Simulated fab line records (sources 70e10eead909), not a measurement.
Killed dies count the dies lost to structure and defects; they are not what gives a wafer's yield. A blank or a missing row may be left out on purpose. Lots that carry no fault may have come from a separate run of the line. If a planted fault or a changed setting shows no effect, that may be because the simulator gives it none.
Matching of chambers || flow nandHarc || NHARC_P_ZERO_WELL_DESCUM_39 on rieDiel-01 has 4 sister chambers
The step chemistry O2, time 3 s. 8 wafers are shown with their chamber, then 9 later ones without.

## WAFERS, EACH WITH ITS CHAMBER
{"wafer": "L083.4", "chamber": 2, "showerheadPlenumPTorr (Torr)": 1.92, "drypumpMotorCurrentA (A)": 5.8}
{"wafer": "L085.1", "chamber": 0, "showerheadPlenumPTorr (Torr)": 1.97, "drypumpMotorCurrentA (A)": 5.7}
{"wafer": "L085.4", "chamber": 1, "showerheadPlenumPTorr (Torr)": 2.02, "drypumpMotorCurrentA (A)": 5.5}
{"wafer": "L087.4", "chamber": 0, "showerheadPlenumPTorr (Torr)": 1.96, "drypumpMotorCurrentA (A)": 5.7}
{"wafer": "L087.5", "chamber": 3, "showerheadPlenumPTorr (Torr)": 1.84, "drypumpMotorCurrentA (A)": 5.8}
{"wafer": "L089.1", "chamber": 3, "showerheadPlenumPTorr (Torr)": 1.83, "drypumpMotorCurrentA (A)": 5.8}
{"wafer": "L089.2", "chamber": 2, "showerheadPlenumPTorr (Torr)": 1.92, "drypumpMotorCurrentA (A)": 5.9}
{"wafer": "L089.4", "chamber": 1, "showerheadPlenumPTorr (Torr)": 2.02, "drypumpMotorCurrentA (A)": 5.5}

## WAFERS WITHOUT THEIR CHAMBER
{"wafer": "L090.2", "showerheadPlenumPTorr (Torr)": 1.92, "drypumpMotorCurrentA (A)": 5.9}
{"wafer": "L090.3", "showerheadPlenumPTorr (Torr)": 1.96, "drypumpMotorCurrentA (A)": 5.7}
{"wafer": "L090.5", "showerheadPlenumPTorr (Torr)": 1.96, "drypumpMotorCurrentA (A)": 5.7}
{"wafer": "L091.4", "showerheadPlenumPTorr (Torr)": 1.83, "drypumpMotorCurrentA (A)": 5.8}
{"wafer": "L091.5", "showerheadPlenumPTorr (Torr)": 1.91, "drypumpMotorCurrentA (A)": 5.9}
{"wafer": "L091.6", "showerheadPlenumPTorr (Torr)": 2.02, "drypumpMotorCurrentA (A)": 5.5}
{"wafer": "L096.2", "showerheadPlenumPTorr (Torr)": 1.95, "drypumpMotorCurrentA (A)": 5.7}
{"wafer": "L096.5", "showerheadPlenumPTorr (Torr)": 1.91, "drypumpMotorCurrentA (A)": 5.9}
{"wafer": "L096.6", "showerheadPlenumPTorr (Torr)": 2.01, "drypumpMotorCurrentA (A)": 5.6}

## CHAMBER TAKEN BY EACH
{"wafer": "L090.2", "from the rows above": 2, "in truth": 2}
{"wafer": "L090.3", "from the rows above": 0, "in truth": 0}
{"wafer": "L090.5", "from the rows above": 0, "in truth": 0}
{"wafer": "L091.4", "from the rows above": 3, "in truth": 3}
{"wafer": "L091.5", "from the rows above": 2, "in truth": 2}
{"wafer": "L091.6", "from the rows above": 1, "in truth": 1}
{"wafer": "L096.2", "from the rows above": 0, "in truth": 0}
{"wafer": "L096.5", "from the rows above": 2, "in truth": 2}
{"wafer": "L096.6", "from the rows above": 1, "in truth": 1}
Placed correctly: 9 of 9. Not placeable from these rows: 0. 0 placed wrongly.
How it was worked out, from the rows above alone: a wafer's distance from a chamber is the root of the sum, over the readings, of the square of ((its reading less the chamber's mean) divided by the reading's scatter). The wafer belongs to the nearest chamber; if the next one is less than 2 further off, it can't be placed. The mean given for a chamber averages the wafers shown for that chamber. The scatter is the square root of a quotient: the sum, over the shown wafers, of each reading's squared deviation from its chamber's mean, divided by wafers minus chambers.
